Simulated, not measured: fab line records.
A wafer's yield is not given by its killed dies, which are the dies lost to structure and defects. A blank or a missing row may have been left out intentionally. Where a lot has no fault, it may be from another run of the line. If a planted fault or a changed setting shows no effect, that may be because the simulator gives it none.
fab line records | flow n5-finfet
[record] lots = 6 wafers = 16 last-day = 18
route steps=1938 shown SDB@348 BEOL_M4@1111
lots with no fault: from the same line, run without faults
start-h: start of the lot's first displayed wafer, in hours after the record's first day | wait-h: hours from the lot's prior step to this one | " unchanged from the row above | L1.1+2: several wafers, shown together as one row | - no value, or no start given | * or withheld: withheld | < > ~ a bound
route shown NAME@n: names a module that has steps shown in the file, with the first one's number in the route | usual: mean/standard deviation taken from wafers without a fault | same: alike in all rows | chamber/n: place in a boat | sites: readings site by site | _std_site: standard deviation of those values | _edge_site: the outer-site mean with the inner-site mean subtracted | radius-mm: for every site, how far away it sits from the centre of the wafer | mask NAME#n: copy n | behind: the tool/chamber that last shaped the wafer | hold: cause of the lot's hold/its duration in hours/its outcome | device: which transistor (n, p or np) failed to switch | end of line: the same wafers' tests at the end of the route | step lacking rows: just its recipe | killed: at the first sort, the dies lost to defects and structure; wafer yield is something else | map: a wafer's dies, x killed, . not, _ none there
set.NAME: the setting as run; set.NAME@STEP: as run at that earlier step | model.NAME: the simulator's own value behind a step, which no gauge read
a table for each step, a row for each wafer; lots at some steps of the route
services: from which hour (start-h, from the record's first day; less than 0 if before it) a tool's chamber was out of use, for how many hours, and why
[[steps]]
[step N5_SDB_COAT_03]
[recipe] resist = SOC temp-c = 250 time-s = 60 spin-rpm = 1500 resist-thk-nm = 100
[step N5_SDB_COAT_04]
[recipe] resist = SiARC temp-c = 220 time-s = 60 spin-rpm = 1500 resist-thk-nm = 18
[step N5_SDB_COAT_05]
[recipe] resist = CAR-ArF spin-rpm = 1500 resist-thk-nm = 90
[step N5_SDB_EBR_07]
[recipe] solvent = PGMEA ebr-width-mm = 1.5
[step N5_SDB_SOFTBAKE_06]
[recipe] temp-c = 110 time-s = 60 resist = CAR-ArF
[step N5_SDB_EXPOSE_08]
[recipe] mask-id = SDB na = 1.35 source-shape = conventional sigma-outer = 0.5 polarization = unpolarized dose-mj = 49.6
[step N5_SDB_PEB_09]
[recipe] peb-temp-c = withheld peb-time-s = 60 resist = CAR-ArF
[step N5_SDB_DEVELOP_10]
[recipe] develop-time-s = 30 developer = TMAH resist = CAR-ArF rinse-liquid = diw dry = air-spin dev-temp-c = 23
[step N5_SDB_CD_MEAS_11]
[recipe] target-cd-nm = 50 landing-energy-ev = 500 detector = se-inlens polarity = opening
[usual] cd-nm = 50.2/0.76
[same] landing-energy-ev = 500
// columns lot.wafer tool chamber start-h wait-h cd-nm
L791.4 cd-sem-03 0 66.56 - 51.0
L791.5 " 0 " " 49.5
L791.6 " 0 " " 49.7
L792.2 cd-sem-03 0 73.14 - 50.6
L792.3 " 0 " " 50.3
L792.6 " 0 " " 48.4
L798.2 cd-sem-03 0 112.39 - 51.0
L798.5 " 0 " " 51.3
L801.3 cd-sem-02 0 127.79 - 51.1
L801.6 " 0 " " 52.4
L811.3 cd-sem-02 0 185.49 - 49.8
L811.5 " 0 " " 51.0
L811.6 " 0 " " 51.5
L812.1 cd-sem-01 0 191.50 - 50.4
L812.3 " 0 " " 49.4
L812.4 " 0 " " 48.7
[step N5_SDB_OVL_MEAS_12]
[recipe] points-per-wafer = 44
[usual] SDB_OVL = 0.1/0.71
// columns lot.wafer tool chamber start-h wait-h SDB_OVL[nm]
L791.4 overlay-01 0 66.59 0.0 1.1
L791.5 " 0 " " 0.6
L791.6 " 0 " " 1.0
L792.2 overlay-01 0 73.17 0.0 -0.7
L792.3 " 0 " " -1.0
L792.6 " 0 " " -1.3
L798.2 overlay-02 0 112.41 0.0 1.6
L798.5 " 0 " " 0.8
L801.3 overlay-01 0 127.82 0.0 0.3
L801.6 " 0 " " -0.3
L811.3 overlay-01 0 185.51 0.0 0.5
L811.5 " 0 " " 0.3
L811.6 " 0 " " -0.7
L812.1 overlay-02 0 191.53 0.0 0.8
L812.3 " 0 " " 0.3
L812.4 " 0 " " 0.5
[step N5_SDB_INSPECT_13]
[recipe] mode = adi inspect-instrument = brightfield
[usual] raw-defect-count = 70/28
// columns lot.wafer tool chamber start-h wait-h raw-defect-count
L791.4 defect-inspect-02 - 66.62 0.0 72
L791.5 " - " " 52
L791.6 " - " " 87
L792.2 defect-inspect-02 - 73.19 0.0 67
L792.3 " - " " 80
L792.6 " - " " 39
L798.2 defect-inspect-02 - 112.44 0.0 47
L798.5 " - " " 68
L801.3 defect-inspect-02 - 127.84 0.0 89
L801.6 " - " " 63
L811.3 defect-inspect-02 - 185.54 0.0 64
L811.5 " - " " 28
L811.6 " - " " 69
L812.1 defect-inspect-01 - 191.56 0.0 81
L812.3 " - " " 25
L812.4 " - " " 51
[step N5_SDB_DESCUM_16]
[recipe] chemistry = O2 time-s = 7.9 source-power-w = 50 bias-power-w = 20 pressure-mtorr = 20 rf-frequency-hz = 2.712e+07 temp-c = 40 resist = CAR-ArF o2-flow-sccm = 225
[usual] drypump-motor-current-A = 5.8/0.39 oes-product-au = 0.79/0.082 rf-vpp-V = 243.8/1.7 showerhead-plenum-p-Torr = 2.13/0.1 throttle-valve-pct = 20.34/0.16
[same] time-s = 7.9
// columns lot.wafer tool chamber start-h wait-h drypump-motor-current-A oes-product-au rf-hours-counter-h rf-vpp-V showerhead-plenum-p-Torr throttle-valve-pct
L791.4 rie-diel-05 0 66.66 0.0 5.5 0.78 - 246.1 2.19 20.17
L791.5 " 3 " " 6.3 0.72 - 243.9 2.17 20.59
L791.6 " 1 " " 5.4 0.79 - 241.3 1.93 20.43
L792.2 rie-diel-02 1 73.23 0.0 5.5 0.86 46 245.3 2.21 20.27
L792.3 " 2 " " 6.4 0.69 212 242.9 2.06 20.52
L792.6 " 1 " " 5.5 0.86 - 246.6 2.21 20.28
L798.2 rie-diel-02 1 112.53 0.1 5.4 0.84 59 244.3 2.21 20.30
L798.5 " 1 " " 5.5 0.84 - 245.6 2.21 20.29
L801.3 rie-diel-02 1 127.87 0.0 5.5 0.83 64 245.8 2.21 20.29
L801.6 " 0 " " 5.3 0.89 - 245.3 2.23 20.13
L811.3 rie-diel-04 0 185.57 0.0 6.4 0.88 46 244.9 2.23 20.22
L811.5 " 1 " " 6.1 0.72 - 240.7 1.98 20.24
L811.6 " 2 " " 6.1 0.86 - 242.1 2.03 20.49
L812.1 rie-diel-05 2 191.59 0.0 5.8 0.90 15 245.8 2.23 20.30
L812.3 " 1 " " 5.4 0.76 140 240.1 1.92 20.51
L812.4 " 0 " " 5.5 0.74 167 244.1 2.17 20.23
[step N5_SDB_ETCH_17]
[recipe] chemistry = CF4 target = SiARC target-depth-a = 234 mask-material = CAR-ArF time-s = 39 ion-energy-ev = 80 pressure-mtorr = 40 source-w = 545 bias-w = 36 Ar_flow_sccm = 100 cf4-flow-sccm = 100 ends = cleared
[usual] drypump-motor-current-A = 5.8/0.38 etch-rf-on-time-s = 38.8/0.52 oes-product-au = 0.68/0.069 rf-vpp-V = 184.4/1.5 showerhead-plenum-p-Torr = 2.18/0.093 throttle-valve-pct = 15.54/0.19
// columns lot.wafer tool chamber start-h wait-h drypump-motor-current-A etch-rf-on-time-s oes-product-au rf-hours-counter-h rf-vpp-V showerhead-plenum-p-Torr throttle-valve-pct
L791.4 rie-diel-05 0 66.70 0.0 5.5 38.9 0.68 - 184.0 2.23 15.38
L791.5 " 3 " " 6.3 38.6 0.63 - 185.9 2.21 15.78
L791.6 " 1 " " 5.4 39.2 0.67 - 180.3 2.00 15.69
L792.2 rie-diel-02 1 73.26 0.0 5.5 38.7 0.73 46 185.0 2.27 15.49
L792.3 " 2 " " 6.4 38.4 0.59 212 184.2 2.12 15.76
L792.6 " 1 " " 5.5 39.1 0.74 - 185.2 2.27 15.48
L798.2 rie-diel-02 1 112.57 0.0 5.5 38.8 0.72 59 185.3 2.27 15.51
L798.5 " 1 " " 5.5 28.8 0.86 - 186.6 2.27 15.51
L801.3 rie-diel-02 1 127.91 0.0 5.5 29.1 0.86 64 186.4 2.27 15.54
L801.6 " 0 " " 5.3 38.8 0.76 - 186.1 2.27 15.24
L811.3 rie-diel-04 0 185.61 0.0 6.4 38.0 0.76 46 184.5 2.27 15.34
L811.5 " 1 " " 6.1 38.6 0.62 - 182.1 2.03 15.54
L811.6 " 2 " " 6.1 38.1 0.75 - 182.0 2.09 15.73
L812.1 rie-diel-05 2 191.62 0.0 5.8 38.7 0.78 15 185.7 2.28 15.44
L812.3 " 1 " " 5.4 39.3 0.64 140 181.5 1.99 15.78
L812.4 " 0 " " 5.5 39.1 0.64 167 184.7 2.21 15.46
[step N5_SDB_ETCH_18]
[recipe] chemistry = N2/H2 target = SOC target-depth-a = 1000 overetch-a = 200 mask-material = SiARC temp-c = 40 time-s = 150 ion-energy-ev = 200 pressure-mtorr = 30 source-w = 840 bias-w = 150 n2-flow-sccm = 200 h2-flow-sccm = 200
[usual] drypump-motor-current-A = 5.8/0.39 oes-product-au = 0.71/0.069 rf-vpp-V = 525/3.3 showerhead-plenum-p-Torr = 2.59/0.12 throttle-valve-pct = 17.79/0.2
[same] time-s = 150
// columns lot.wafer tool chamber start-h wait-h drypump-motor-current-A oes-product-au rf-hours-counter-h rf-vpp-V showerhead-plenum-p-Torr throttle-valve-pct
L791.4 rie-diel-05 0 66.78 0.1 5.5 0.71 - 527 2.66 17.60
L791.5 " 3 " " 6.4 0.65 - 526 2.63 18.06
L791.6 " 1 " " 5.4 0.71 - 518 2.36 17.95
L792.2 rie-diel-02 1 73.30 0.0 5.5 0.77 46 528 2.69 17.62
L792.3 " 2 " " 6.4 0.62 212 523 2.52 18.06
L792.6 " 1 " " 5.5 0.77 - 528 2.69 17.63
L798.2 rie-diel-02 1 112.60 0.0 5.5 0.75 59 528 2.69 17.66
L798.5 " 1 " " 5.5 0.75 - 528 2.69 17.65
L801.3 rie-diel-02 1 127.94 0.0 5.5 0.75 64 528 2.68 17.65
L801.6 " 0 " " 5.3 0.79 - 529 2.71 17.53
L811.3 rie-diel-04 0 185.64 0.0 6.4 0.79 46 528 2.69 17.55
L811.5 " 1 " " 6.1 0.65 - 522 2.41 17.71
L811.6 " 2 " " 6.1 0.76 - 522 2.48 17.97
L812.1 rie-diel-05 2 191.66 0.0 5.8 0.81 15 530 2.71 17.65
L812.3 " 1 " " 5.4 0.67 140 519 2.34 18.02
L812.4 " 0 " " 5.5 0.68 167 528 2.64 17.65
[step N5_BEOL_M4_RC_MEAS_101]
[usual] DIBL_N = 35.9/1.3 DIBL_P = 35.9/1.5 IOFF_N = 0.152/0.023 IOFF_P = 0.204/0.027 ION_N = 673/9.2 ION_P = 462/6.7 SS_N = 71.4/0.48 SS_P = 73.2/0.55 VT_N = 250.3/2.6 VT_P = -250.6/3
// columns lot.wafer tool chamber start-h wait-h DIBL_N[mV/V] DIBL_P[mV/V] IOFF_N[nA/um] IOFF_P[nA/um] ION_N[uA/um] ION_P[uA/um] SS_N[mV/dec] SS_P[mV/dec] VT_N[mV] VT_P[mV]
L791.4 prober-02 0 181.34 0.5 34.9 35.1 0.116 0.169 656 455 70.1 72.4 253.4 -252.1
L791.5 " 0 " " 36.0 36.2 0.135 0.179 673 461 70.7 72.5 250.4 -250.8
L791.6 " 0 " " 35.3 35.1 0.119 0.165 660 456 70.4 72.5 255.4 -254.3
L792.2 prober-01 0 186.90 0.2 36.3 36.8 0.184 0.213 683 467 71.4 73.1 248.1 -252.1
L792.3 " 0 " " 36.2 37.6 0.185 0.225 687 459 70.6 73.6 247.5 -253.5
L792.6 " 0 " " 36.2 37.2 0.184 0.215 670 458 71.2 73.9 245.4 -253.0
L798.2 prober-02 0 240.23 0.3 35.5 36.1 0.136 0.191 672 461 71.6 72.7 254.0 -252.5
L798.5 " 0 " " 36.0 36.2 0.141 0.192 668 461 70.9 73.9 252.9 -250.6
L801.3 prober-02 0 248.27 0.6 37.8 37.5 0.194 0.215 682 459 71.8 73.4 248.2 -251.7
L801.6 " 0 " " 38.6 38.7 0.214 0.243 680 460 71.8 73.5 245.5 -249.2
L811.3 prober-02 0 305.78 0.3 35.8 36.8 0.156 0.192 682 466 71.3 73.1 251.0 -251.5
L811.5 " 0 " " 36.3 36.9 0.171 0.197 675 458 71.6 73.2 247.3 -253.1
L811.6 " 0 " " 36.4 37.0 0.172 0.190 680 464 71.6 73.4 247.0 -253.9
L812.1 prober-02 0 313.43 0.0 34.7 35.3 0.125 0.155 659 449 71.1 73.1 254.6 -258.7
L812.3 " 0 " " 33.6 34.2 0.110 0.139 651 442 71.5 73.1 257.0 -256.1
L812.4 " 0 " " 35.3 36.8 0.139 0.175 659 454 70.8 73.2 252.8 -252.4
[[services]]
// columns tool chamber start-h hours kind
rie-diel-02 0 52.92 - clean
rie-diel-02 0 52.92 - consumable-replace:focus-ring
rie-diel-02 0 52.92 - consumable-replace:showerhead
rie-diel-02 0 52.92 17.0 scheduled-down
rie-diel-02 0 52.92 17.0 vent-cycle
rie-diel-05 2 60.80 8.2 repair
rie-diel-02 - 85.35 0.4 repair
rie-diel-05 2 108.52 - clean
rie-diel-05 2 108.52 - consumable-replace:focus-ring
rie-diel-05 2 108.52 - consumable-replace:showerhead
rie-diel-05 2 108.52 29.3 scheduled-down
rie-diel-05 2 108.52 29.3 vent-cycle
rie-diel-02 2 113.74 6.6 repair
[[key]]
[first-sign] step = N5_SDB_ETCH_17 reading = etch-rf-on-time-s direction = down sigmas = 19 usual = * struck = *
[effect] step = N5_SDB_ETCH_17 reading = oes-product-au direction = up sigmas = 2.6 usual = 0.68 struck = 0.86
met-at N5_SDB_ETCH_17
struck-wafers L798.5,L801.3
onset-between 73.26 112.57
[fault] kind = process-parameter-drift tool = rie-diel-02 chamber = - onset-h = 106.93 steps = N5_SDB_ETCH_17 channel = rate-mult offset = 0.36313 shape = step end-h = 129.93 scope = struck-wafers-only
